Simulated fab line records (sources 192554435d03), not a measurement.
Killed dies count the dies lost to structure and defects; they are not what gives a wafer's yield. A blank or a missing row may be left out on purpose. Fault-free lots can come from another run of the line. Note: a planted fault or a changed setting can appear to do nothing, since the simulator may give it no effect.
fab line records / flow n5_finfet
[record] lots = 5 wafers = 15 last_day = 17
route steps=1938 shown BEOL_M3@989 BEOL_M4@1021 PASSIVATION@1936
lots that met no fault: from a run of the same line without faults
start_h: hours from the record's first day to the start of the lot's first wafer shown / wait_h: hours since the lot's step before / " as in the row above / L1.1+2: one row covering several wafers at once / - either no value or no given start / * or withheld: withheld / < > ~ a bound
route shown NAME@n: a module of which the file shows steps, and the number in the route of the first / usual: mean/standard deviation of fault-free wafers / same: alike in all rows / chamber/n: place in a boat / sites: each site's reading / _std_site: standard deviation across them / _edge_site: mean of outer sites minus mean of inner sites / radius_mm: how far each site lies from the wafer's centre / mask NAME#n: copy n / behind: the most recent tool/chamber to have shaped the wafer / hold: cause of the lot's hold/its duration in hours/its outcome / device: the transistor (n, p or np) that didn't switch / end of line: tests of these same wafers at the route's end / a step without rows: its recipe alone / killed: count of dies lost to structure and defects at first sort (not the wafer's yield) / map: shows each die of a wafer: x if killed, . if not, _ if none is there
set.NAME: the setting as run; set.NAME@STEP: as run at that earlier step / model.NAME: the simulator's own value behind a step, which no gauge read
certain route steps with their lots: each step a table, each wafer a row
[[steps]]
[step N5_BEOL_M3_DEGAS_44]
[recipe] ambient = vacuum temp_c = 250 time_s = 60
[step N5_BEOL_M3_PRE_CLEAN_45]
[recipe] gas = H2/He time_s = 30 temp_c = 250
[step N5_BEOL_M3_ALD_84]
[recipe] material = TaN target_thk_a = * temp_c = 275 ald_precursor_family = PDMAT ald_co_reactant = NH3 pressure_torr = 3 carrier_flow_sccm = 1500 pulse_time_s = 2 purge_time_s = 3 co_reactant_purge_time_s = 2 co_reactant_pulse_time_s = 3 ald_cycles = 30 precursor_vessel_temp_c = 75 precursor_vessel_pressure_torr = 26.25 precursor_vessel_carrier_sccm = 1000
[step N5_BEOL_M3_SURFACE_TREAT_85]
[recipe] gas = Ar time_s = * ion_energy_ev = * ion_current_ma_cm2 = 0.5 pressure_mtorr = * ar_flow_sccm = 30
[step N5_BEOL_M3_CVD_47]
[recipe] material = Co target_thk_a = 30 temp_c = withheld precursor = CCTBA/H2 pressure_torr = 30 time_s = 223.8
[step N5_BEOL_M3_SPUTTER_48]
[recipe] material = Cu target_thk_a = 45 temp_c = -20 chamber_pressure_pa = 0.07 power_w = withheld time_s = 8.29
[step N5_BEOL_M3_ANNEAL_49]
[recipe] temp_c = 400 time_s = 240 ambient = vacuum
[step N5_BEOL_M3_SPUTTER_79]
[recipe] material = Cu target_thk_a = 45 temp_c = -20 chamber_pressure_pa = 0.07 power_w = withheld time_s = 8.29
[step N5_BEOL_M3_ANNEAL_80]
[recipe] temp_c = 400 time_s = 240 ambient = vacuum
[step N5_BEOL_M3_SPUTTER_81]
[recipe] material = Cu target_thk_a = 45 temp_c = -20 chamber_pressure_pa = 0.07 power_w = withheld time_s = 8.29
[step N5_BEOL_M3_ANNEAL_82]
[recipe] temp_c = 400 time_s = 240 ambient = vacuum
[step N5_BEOL_M3_SPUTTER_86]
[recipe] material = Cu target_thk_a = 45 temp_c = -20 chamber_pressure_pa = 0.07 power_w = withheld time_s = 8.29
[usual] chuck_sensor_temp_C = -15.8/0.41 susceptor_temp_C = -20.00/0.11 throttle_valve_pct = 30.0/1.1
lot.wafer=L799.2 tool=pvd_sputter-02 chamber=- start_h=209.79 wait_h=0.1 chuck_sensor_temp_C=-15.9 susceptor_temp_C=-19.90 throttle_valve_pct=30.5
lot.wafer=L799.3 tool=pvd_sputter-02 chamber=- start_h=209.79 wait_h=0.1 chuck_sensor_temp_C=-15.8 susceptor_temp_C=-20.20 throttle_valve_pct=29.7
lot.wafer=L799.5 tool=pvd_sputter-02 chamber=- start_h=209.79 wait_h=0.1 chuck_sensor_temp_C=-15.8 susceptor_temp_C=-20.04 throttle_valve_pct=29.7
lot.wafer=L805.2 tool=pvd_sputter-03 chamber=- start_h=250.40 wait_h=0.1 chuck_sensor_temp_C=-16.5 susceptor_temp_C=-20.19 throttle_valve_pct=29.5
lot.wafer=L805.3 tool=pvd_sputter-03 chamber=- start_h=250.40 wait_h=0.1 chuck_sensor_temp_C=-15.9 susceptor_temp_C=-19.93 throttle_valve_pct=30.4
lot.wafer=L805.6 tool=pvd_sputter-03 chamber=- start_h=250.40 wait_h=0.1 chuck_sensor_temp_C=-15.7 susceptor_temp_C=-20.00 throttle_valve_pct=30.2
lot.wafer=L803.1 tool=pvd_sputter-03 chamber=- start_h=255.36 wait_h=0.1 chuck_sensor_temp_C=-15.9 susceptor_temp_C=-19.90 throttle_valve_pct=28.4
lot.wafer=L803.2 tool=pvd_sputter-03 chamber=- start_h=255.36 wait_h=0.1 chuck_sensor_temp_C=-15.8 susceptor_temp_C=-19.91 throttle_valve_pct=30.3
lot.wafer=L803.4 tool=pvd_sputter-03 chamber=- start_h=255.36 wait_h=0.1 chuck_sensor_temp_C=-15.9 susceptor_temp_C=-19.98 throttle_valve_pct=30.1
lot.wafer=L807.1 tool=pvd_sputter-03 chamber=- start_h=262.24 wait_h=0.1 chuck_sensor_temp_C=-15.6 susceptor_temp_C=-20.10 throttle_valve_pct=30.5
lot.wafer=L807.4 tool=pvd_sputter-03 chamber=- start_h=262.24 wait_h=0.1 chuck_sensor_temp_C=-15.8 susceptor_temp_C=-20.07 throttle_valve_pct=28.2
lot.wafer=L807.6 tool=pvd_sputter-03 chamber=- start_h=262.24 wait_h=0.1 chuck_sensor_temp_C=-15.9 susceptor_temp_C=-19.93 throttle_valve_pct=28.2
lot.wafer=L808.2 tool=pvd_sputter-03 chamber=- start_h=277.94 wait_h=0.1 chuck_sensor_temp_C=-15.7 susceptor_temp_C=-20.02 throttle_valve_pct=30.0
lot.wafer=L808.4 tool=pvd_sputter-03 chamber=- start_h=277.94 wait_h=0.1 chuck_sensor_temp_C=-15.8 susceptor_temp_C=-19.97 throttle_valve_pct=28.3
lot.wafer=L808.5 tool=pvd_sputter-03 chamber=- start_h=277.94 wait_h=0.1 chuck_sensor_temp_C=-15.7 susceptor_temp_C=-19.83 throttle_valve_pct=30.2
[step N5_BEOL_M3_ANNEAL_87]
[recipe] temp_c = 400 time_s = 240 ambient = vacuum
[step N5_BEOL_M3_SPUTTER_88]
[recipe] material = Cu target_thk_a = 45 temp_c = -20 chamber_pressure_pa = 0.07 power_w = withheld time_s = 8.29
[step N5_BEOL_M3_ANNEAL_89]
[recipe] temp_c = 400 time_s = 240 ambient = vacuum
[step N5_BEOL_M3_SPUTTER_90]
[recipe] material = Cu target_thk_a = 45 temp_c = -20 chamber_pressure_pa = 0.07 power_w = withheld time_s = 8.29
[step N5_BEOL_M3_ANNEAL_91]
[recipe] temp_c = 400 time_s = 240 ambient = vacuum
[step N5_BEOL_M3_SPUTTER_92]
[recipe] material = Cu target_thk_a = 45 temp_c = -20 chamber_pressure_pa = 0.07 power_w = withheld time_s = 8.29
[step N5_BEOL_M3_ANNEAL_93]
[recipe] temp_c = 400 time_s = 240 ambient = vacuum
[step N5_BEOL_M3_SPUTTER_94]
[recipe] material = Cu target_thk_a = 45 temp_c = -20 chamber_pressure_pa = 0.07 power_w = withheld time_s = 8.29
[step N5_BEOL_M3_ANNEAL_95]
[recipe] temp_c = 400 time_s = 240 ambient = vacuum
[step N5_BEOL_M3_SPUTTER_96]
[recipe] material = Cu target_thk_a = 45 temp_c = -20 chamber_pressure_pa = 0.07 power_w = withheld time_s = 8.29
[step N5_BEOL_M3_ECD_50]
[recipe] material = Cu target_thk_a = 3000
[step N5_BEOL_M3_ANNEAL_51]
[recipe] temp_c = 225 time_s = 90 ambient = N2
[step N5_BEOL_M3_CMP_52]
[recipe] stop_on = SiOC t_overpolish_s = 6.8 down_force_psi = 1 platen_rpm = 50 clearing_platen_down_force_psi = 1.5 clearing_platen_rpm = 50 post_cmp_clean = cu_alkaline target_thk_nm = 40 clearing_platen_pad_velocity_m_s = 0.99484 pad_velocity_m_s = 0.99484
[step N5_BEOL_M3_PRE_CLEAN_60]
[recipe] gas = NH3/H2 time_s = 15 temp_c = * rf_power_w = 300
[step N5_BEOL_M3_CO_CAP_55]
[recipe] material = Co target_thk_a = 20 temp_c = 200 precursor = CCTBA/H2 pressure_torr = 30 time_s = 102.1
[step N5_BEOL_M3_PRE_CLEAN_56]
[recipe] gas = NH3 time_s = 15 temp_c = withheld rf_power_w = 300
[step N5_BEOL_M3_DEP_57]
[recipe] material = SiCN target_thk_a = 80 temp_c = withheld precursor = 3MS/NH3 pressure_torr = 3 rf_w = 202 time_s = 14
[step N5_BEOL_M4_ILD_DEP_00]
[recipe] material = SiOC target_thk_a = 790 temp_c = 350 precursor = DEMS/O2 pressure_torr = 5 rf_w = 500 time_s = 15.3
[step N5_BEOL_M4_PECVD_72]
[recipe] material = SiO2 target_thk_a = 160 temp_c = 400 precursor = TEOS/O2 pressure_torr = 5.5 rf_w = 450 teos_flow_sccm = 53.8 gas = O2 flow_sccm = 3000 time_s = 18
[step N5_BEOL_M4_HM_DEP_02]
[recipe] material = TiN target_thk_a = 200 temp_c = 25 chamber_pressure_pa = 0.49996
[step N5_BEOL_M4_COAT_61]
[recipe] resist = SOC temp_c = 250 time_s = 60 spin_rpm = 1500 resist_thk_nm = 60
[step N5_BEOL_M4_COAT_62]
[recipe] resist = SiARC temp_c = 220 time_s = 60 spin_rpm = 1500 resist_thk_nm = 12
[step N5_BEOL_M4_COAT_73]
[recipe] resist = underlayer temp_c = 205 time_s = 60 spin_rpm = 1500 resist_thk_nm = 5
[step N5_BEOL_M4_COAT_05]
[recipe] resist = CAR-EUV spin_rpm = 1500 resist_thk_nm = 30
[step N5_BEOL_M4_EBR_07]
[recipe] solvent = PGMEA ebr_width_mm = 1.5
[step N5_PASSIVATION_PROBE_49]
[usual] defect_limited_yield = 91.2/1.4 killed_at_M0_to_M3 = 34/9.4 killed_at_M4_up = 14/5.6 killed_at_contacts = 13/7.8 killed_at_front_end = 37/10 killed_at_other = 4/3.3 killed_dies = 103/17 killed_on_rim = 14/3.5 killed_open = 68/13 killed_short = 33/8.2 sort_bin_5_function = 5.1/0.92 sort_bin_6_memory = 3.3/0.71 sort_n_pass = 1077/17 sort_yield_pct = 91.2/1.4
[same] gross_dies = 1180 killed_at_back_side = 0 sort_bin_4_leakage[%] = 0 sort_bin_8_speed[%] = 0
lot.wafer=L803.1 tool=prober-01 chamber=- start_h=377.92 wait_h=0.0 defect_limited_yield[%]=83.8 killed_at_M0_to_M3=136 killed_at_M4_up=20 killed_at_contacts=8 killed_at_front_end=26 killed_at_other=1 killed_dies=191 killed_on_rim=33 killed_open=66 killed_short=27 sort_bin_5_function[%]=10.1 sort_bin_6_memory[%]=2.8 sort_n_pass=989 sort_yield_pct[%]=83.8
lot.wafer=L803.4 tool=prober-01 chamber=- start_h=378.07 wait_h=0.2 defect_limited_yield[%]=90.5 killed_at_M0_to_M3=54 killed_at_M4_up=11 killed_at_contacts=7 killed_at_front_end=38 killed_at_other=2 killed_dies=112 killed_on_rim=18 killed_open=63 killed_short=41 sort_bin_5_function[%]=4.5 sort_bin_6_memory[%]=3.6 sort_n_pass=1068 sort_yield_pct[%]=90.5
lot.wafer=L805.2 tool=prober-02 chamber=- start_h=383.00 wait_h=0.1 defect_limited_yield[%]=90.8 killed_at_M0_to_M3=34 killed_at_M4_up=13 killed_at_contacts=4 killed_at_front_end=55 killed_at_other=3 killed_dies=109 killed_on_rim=22 killed_open=69 killed_short=37 sort_bin_5_function[%]=5.2 sort_bin_6_memory[%]=3.7 sort_n_pass=1071 sort_yield_pct[%]=90.8
lot.wafer=L805.3 tool=prober-02 chamber=- start_h=383.05 wait_h=0.1 defect_limited_yield[%]=90.4 killed_at_M0_to_M3=34 killed_at_M4_up=14 killed_at_contacts=19 killed_at_front_end=39 killed_at_other=7 killed_dies=113 killed_on_rim=16 killed_open=77 killed_short=35 sort_bin_5_function[%]=5.9 sort_bin_6_memory[%]=3.2 sort_n_pass=1067 sort_yield_pct[%]=90.4
lot.wafer=L805.6 tool=prober-02 chamber=- start_h=383.20 wait_h=0.3 defect_limited_yield[%]=91.1 killed_at_M0_to_M3=37 killed_at_M4_up=3 killed_at_contacts=21 killed_at_front_end=37 killed_at_other=7 killed_dies=105 killed_on_rim=14 killed_open=67 killed_short=37 sort_bin_5_function[%]=5.2 sort_bin_6_memory[%]=3.4 sort_n_pass=1075 sort_yield_pct[%]=91.1
lot.wafer=L807.4 tool=prober-01 chamber=- start_h=410.02 wait_h=0.2 defect_limited_yield[%]=83.6 killed_at_M0_to_M3=121 killed_at_M4_up=11 killed_at_contacts=9 killed_at_front_end=52 killed_at_other=1 killed_dies=194 killed_on_rim=35 killed_open=62 killed_short=30 sort_bin_5_function[%]=10.2 sort_bin_6_memory[%]=3.4 sort_n_pass=986 sort_yield_pct[%]=83.6
lot.wafer=L807.6 tool=prober-01 chamber=- start_h=410.12 wait_h=0.3 defect_limited_yield[%]=85.3 killed_at_M0_to_M3=130 killed_at_M4_up=6 killed_at_contacts=10 killed_at_front_end=26 killed_at_other=2 killed_dies=174 killed_on_rim=22 killed_open=47 killed_short=23 sort_bin_5_function[%]=7.7 sort_bin_6_memory[%]=3.7 sort_n_pass=1006 sort_yield_pct[%]=85.3
lot.wafer=L808.4 tool=prober-02 chamber=- start_h=416.98 wait_h=0.2 defect_limited_yield[%]=84.7 killed_at_M0_to_M3=129 killed_at_M4_up=6 killed_at_contacts=5 killed_at_front_end=41 killed_at_other=0 killed_dies=181 killed_on_rim=26 killed_open=42 killed_short=34 sort_bin_5_function[%]=9.0 sort_bin_6_memory[%]=2.9 sort_n_pass=999 sort_yield_pct[%]=84.7
// killed by level:class
L803.1 BEOL_M3:unspecified=97 BEOL_M0_SAQP:geometric_particle:open=15 STI_FIN_REVEAL:geometric_particle:open=11 BEOL_M0_SAQP:geometric_particle:short=11 MOL_CONTACT_COAG:geometric_particle:open=8 BEOL_M2:geometric_particle:open=6 BEOL_M5:geometric_particle:open=6 GATE_CUT:geometric_particle:short=5
L803.4 BEOL_M0_SAQP:geometric_particle:short=18 BEOL_M0_SAQP:geometric_particle:open=11 FIN_SAQP:geometric_particle:open=9 BEOL_M2:geometric_particle:open=8 FIN_SAQP:geometric_particle:short=7 BEOL_M1:geometric_particle:open=7 HKMG_FIN:area_etch=7 BEOL_M0:geometric_particle:short=6
L805.2 BEOL_M3:geometric_particle:open=14 STI_FIN_REVEAL:geometric_particle:open=13 FIN_SAQP:geometric_particle:short=10 FIN_SAQP:geometric_particle:open=9 GATE_CUT:geometric_particle:short=4 BEOL_M3:geometric_particle:short=4 STARTING-WAFER:geometric_particle:open=4 STI_FIN_REVEAL:geometric_particle:short=3
L805.3 MOL_CONTACT_COAG:geometric_particle:open=14 BEOL_M3:geometric_particle:open=11 FIN_SAQP:geometric_particle:open=9 FIN_SAQP:geometric_particle:short=8 STI_FIN_REVEAL:geometric_particle:open=8 BEOL_M2:geometric_particle:open=5 MOL_CONTACT_COAG:geometric_particle:short=5 BEOL_M0_SAQP:geometric_particle:short=4
L805.6 MOL_CONTACT_COAG:geometric_particle:open=15 STI_FIN_REVEAL:geometric_particle:open=10 BEOL_M0:geometric_particle:short=9 FIN_SAQP:geometric_particle:open=8 BEOL_M2:geometric_particle:open=8 BEOL_M3:geometric_particle:open=8 FIN_SAQP:geometric_particle:short=6 MOL_CONTACT_COAG:geometric_particle:short=6
L807.4 BEOL_M3:unspecified=96 FIN_SAQP:geometric_particle:open=12 STI_FIN_REVEAL:geometric_particle:open=11 FIN_SAQP:geometric_particle:short=9 BEOL_M0_SAQP:geometric_particle:open=9 MOL_CONTACT_COAG:geometric_particle:open=8 BEOL_M0_SAQP:geometric_particle:short=5 BEOL_M2:geometric_particle:open=5
L807.6 BEOL_M3:unspecified=104 STI_FIN_REVEAL:geometric_particle:open=11 BEOL_M2:geometric_particle:open=9 MOL_CONTACT_COAG:geometric_particle:open=8 BEOL_M0_SAQP:geometric_particle:open=6 BEOL_M1:geometric_particle:open=5 BEOL_M0_SAQP:geometric_particle:short=4 GATE_CUT:geometric_particle:short=3
L808.4 BEOL_M3:unspecified=102 FIN_SAQP:geometric_particle:short=10 FIN_SAQP:geometric_particle:open=8 STI_FIN_REVEAL:geometric_particle:open=7 BEOL_M0_SAQP:geometric_particle:open=6 BEOL_M0_SAQP:geometric_particle:short=5 STARTING-WAFER:geometric_particle:short=4 GATE_CUT:geometric_particle:short=3
// map L803.1 (x killed, . not)
_________________............________________
______________......x..........._____________
___________x..........x.........xx.__________
__________.........xx.......x......._________
________....................x.......x._______
_______...x.x............x.............______
______.......x....x...............x....x_____
_____.x....x...........x.................____
____.......x.............x.....x...x......___
___....x.......x.x.............x.........xx__
___......x..........x....x.............x.xx__
__x..........x.............x.........x.xxxxx_
__.x.......x..........................x.xxxx_
_...x.......x...xx..x...............x..xxxxxx
_x.........x.......................xxxxxxxxxx
_..x....x.........................xxxxxxxxxxx
_...................x.......x....x.xxxxxxxxxx
_...................................xxxxxxxxx
_..x.................xx.........xx.x.xxxxxxxx
_........x..x.............x........xxxxxxxxxx
_..x....x...........................xxxxxxxxx
__...................................xxxxxxx_
__.......x................x...........xxxxxx_
___......................x..x....x.........__
___..............xx......x.............x...__
____.x..................x...........x.....___
_____x........................x..x.xx....____
______..........x..x...................._____
_______.............x......x...........______
________.....x...................x...._______
__________.........................._________
___________.....x.................x__________
______________..x........x......_____________
_________________x..x........________________
// map L807.4 (x killed, . not)
_________________.x......x..x________________
______________x.x..............._____________
___________......xx..x.........x...__________
__________.........................._________
________........................x....._______
_______..x.........................x.x.______
______..........x......................._____
_____....x........x.......x......xx......____
____................x..x.....x...........x___
___.........x..............x....x..x.....x.__
___x............x.................x...xx...__
__x..........x..x.x......x........x.....x..._
__...x.....xx......x........x....x...xxxxxxx_
_..x........................x.....x..x.xxxxxx
_................x...x...........xxxxxxxxxxxx
_................................x.xxxxxxxxxx
_.............x.x..................xxxxxxxxxx
_.............x.....x.......x.......xxxxxxxxx
_......x...x..........x..x...........xxxxxxxx
_.x......x......x...................xxxxxxxxx
_..................x.............x..xxxxxxxxx
__...x.x...............................xxxxx_
__...x....x...........x........x.........x.x_
___..xx...............................x..xx__
___...x.x........x...x.....................__
____............................x.........___
_____.........xx............x..x...x.x..x____
______x.x..............................._____
_______.............x..................______
________..xx..x.......x.x...........x._______
__________xx.......................x_________
___________........................__________
______________......xx......x..._____________
_________________.x.....x....________________
[[key]]
[first_sign] step = N5_PASSIVATION_PROBE_49 reading = killed_at_M0_to_M3 direction = up sigmas = 10 usual = 34 struck = 129
[effect] step = N5_PASSIVATION_PROBE_49 reading = defect_limited_yield direction = down sigmas = 4.8 usual = 91.2 struck = 84.3
[more_kills_born_at] N5_BEOL_M3_SPUTTER_86@pvd_sputter-03 = 399
met_at N5_BEOL_M3_SPUTTER_86
struck_wafers L803.1,L807.4,L807.6,L808.4
[fault] kind = chamber_particle_source tool = pvd_sputter-03 chamber = - onset_h = 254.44 steps = N5_BEOL_M3_SPUTTER_86 rate_per_visit_cm2 = 1.4011 end_h = 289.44 scope = struck_wafers_only
